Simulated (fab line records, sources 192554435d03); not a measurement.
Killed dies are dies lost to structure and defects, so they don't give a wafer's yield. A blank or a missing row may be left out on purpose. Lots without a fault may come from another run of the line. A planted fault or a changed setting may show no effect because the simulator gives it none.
Chamber matching | flow n5_finfet | N5_BEOL_M7_CURE_75 on uv_cure-03: 3 sister chambers
The step cures SiCOH lowk, time 120 s. 3 wafers are shown with their chamber, then 11 later ones without.

WAFERS WITH THEIR CHAMBER
wafer  | chamber | wafer_temp_C_max
L081.6 | 1       | 371.2
L091.4 | 0       | 371.4
L094.3 | 2       | 371.4

WAFERS WITHOUT THEIR CHAMBER
wafer  | wafer_temp_C_max
L094.4 | 371.4
L094.6 | 371.3
L095.1 | 371.6
L095.3 | 371.5
L095.4 | 371.4
L095.2 | 371.5
L095.5 | 371.6
L095.6 | 371.7
L097.2 | 371.6
L097.3 | 371.7
L097.5 | 371.1

WHICH CHAMBER EACH WENT THROUGH
wafer  | from the rows above          | in truth
L094.4 | can't be placed: 0 or 2 or 1 | 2
L094.6 | can't be placed: 0 or 2 or 1 | 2
L095.1 | can't be placed: 0 or 2 or 1 | 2
L095.3 | can't be placed: 0 or 2 or 1 | 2
L095.4 | can't be placed: 0 or 2 or 1 | 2
L095.2 | can't be placed: 0 or 2 or 1 | 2
L095.5 | can't be placed: 0 or 2 or 1 | 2
L095.6 | can't be placed: 0 or 2 or 1 | 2
L097.2 | can't be placed: 0 or 2 or 1 | 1
L097.3 | can't be placed: 0 or 2 or 1 | 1
L097.5 | can't be placed: 1 or 0 or 2 | 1
Placed correctly: 0 of 11. Can't be placed from these rows: 11 (the true chamber is among the candidates in 11). Placed wrongly: 0.
How it was worked out, from the rows above alone: a wafer's distance from a chamber is the root of the sum, over the readings, of the square of ((its reading less the chamber's mean) divided by the reading's scatter). The wafer belongs to the nearest chamber; if the next one is less than 2 further off, it can't be placed. A chamber's mean is the mean of its shown wafers. The scatter: with one shown wafer a chamber, the root of the mean of the squares of how far each hidden wafer lies from its nearest shown one.
